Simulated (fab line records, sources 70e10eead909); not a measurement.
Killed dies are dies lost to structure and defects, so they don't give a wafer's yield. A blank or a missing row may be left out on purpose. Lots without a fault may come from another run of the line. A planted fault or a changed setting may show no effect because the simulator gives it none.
A struck lot beside a sound one | flow nand_harc | 13 steps out of a route of 1159
Sound: wafers L953.3, L953.4, L953.6. Struck: wafers L972.3, L972.4, L972.5. The cause comes at the end.
At each step with rows: each side's tool, then ch and its chambers, then its first start. Under that, the readings that differ: sound wafers | struck wafers | difference of the means | sigmas: that difference in standard deviations of wafers without a fault.
alike: readings whose means differ by less than 2 such deviations, and words and numbers that are the same on both sides. not compared: withheld readings, readings that some wafer has no value for, bounds like >300 that may hide the same value, and numbers for which the record gives no deviation and whose values overlap.
The two part at a step that has a row with sigmas, a row that says differs or no value, or rows on one side only. Numbers that don't overlap but have no deviation are shown without sigmas and don't part them. A reading that every wafer of one side lacks parts them only if that side has two wafers or more.

first, 2 steps without rows for these wafers: NHARC_A_ZERO_WELL_PEB_08 (peb time 80 s); NHARC_A_ZERO_WELL_DEVELOP_09 (time 50 s).
NHARC_A_ZERO_WELL_CD_MEAS_10: target cd 2000 nm.
  sound on cd_sem-03 ch 0, day 6 15:05; struck on cd_sem-02 ch 0, day 10 23:37
  alike: cd_nm
then, 1 step without rows for these wafers: NHARC_A_ZERO_WELL_HARDBAKE_11 (time 65 s).
NHARC_A_ZERO_WELL_DESCUM_12: chemistry O2, time 3 s.
  sound on rie_diel-07 ch 1,3, day 6 15:14; struck on rie_diel-08 ch 1,2, day 10 23:46
  alike: drypump_motor_current_A, oes_product_au, rf_vpp_V, showerhead_plenum_p_Torr, throttle_valve_pct
  not compared: rf_hours_counter_h
NHARC_A_ZERO_WELL_ETCH_19: etches the open film in N2/H2, target depth 80 nm, overetch 24 nm, time 87.88 s.
  sound on rie_diel-07 ch 0,1,3, day 6 15:20; struck on rie_diel-08 ch 0,1,2, day 10 23:51
  alike: drypump_motor_current_A, oes_product_au, rf_vpp_V, showerhead_plenum_p_Torr, throttle_valve_pct
  not compared: rf_hours_counter_h
NHARC_A_ZERO_WELL_ETCH_13: etches the open film in HBr/Cl2, target depth 120 nm, time 40.1 s.
  sound on rie_si-06 ch 0,1,3, day 6 15:26; struck on rie_si-01 ch 0,2, day 10 23:59
  alike: drypump_motor_current_A, oes_product_au, throttle_valve_pct
  not compared: rf_hours_counter_h
then, 4 steps without rows for these wafers: NHARC_A_ZERO_WELL_STRIP_14 (strips in SPM, time 900 s); NHARC_A_ZERO_WELL_IMPLANT_15; NHARC_A_ZERO_WELL_PRECLEAN_22 (cleans in SC1, time 60 s); NHARC_A_ZERO_WELL_SRD_23.
NHARC_A_ZERO_WELL_RTA_16: time 10 s.
  sound on rtp_anneal-02 ch 0, day 6 16:25; struck on rtp_anneal-01, day 11 00:56
  no value came back on the struck wafers for anneal_temp_c_max, lamp_power_pct (%), lamp_zone_5_pct (%), wafer_temp_C_max; on the sound wafers anneal_temp_c_max reads 1005.1 1006.4 1006.8
NHARC_A_ZERO_WELL_INSPECT_17:
  sound on defect_inspect-02, day 6 16:34; struck on defect_inspect-01, day 11 01:05
  alike: raw_defect_count

WHERE THEY PART
Only at NHARC_A_ZERO_WELL_RTA_16, within this record. Later steps at which nothing parts them and some readings are alike: NHARC_A_ZERO_WELL_INSPECT_17.

WHY: what the simulator had put in
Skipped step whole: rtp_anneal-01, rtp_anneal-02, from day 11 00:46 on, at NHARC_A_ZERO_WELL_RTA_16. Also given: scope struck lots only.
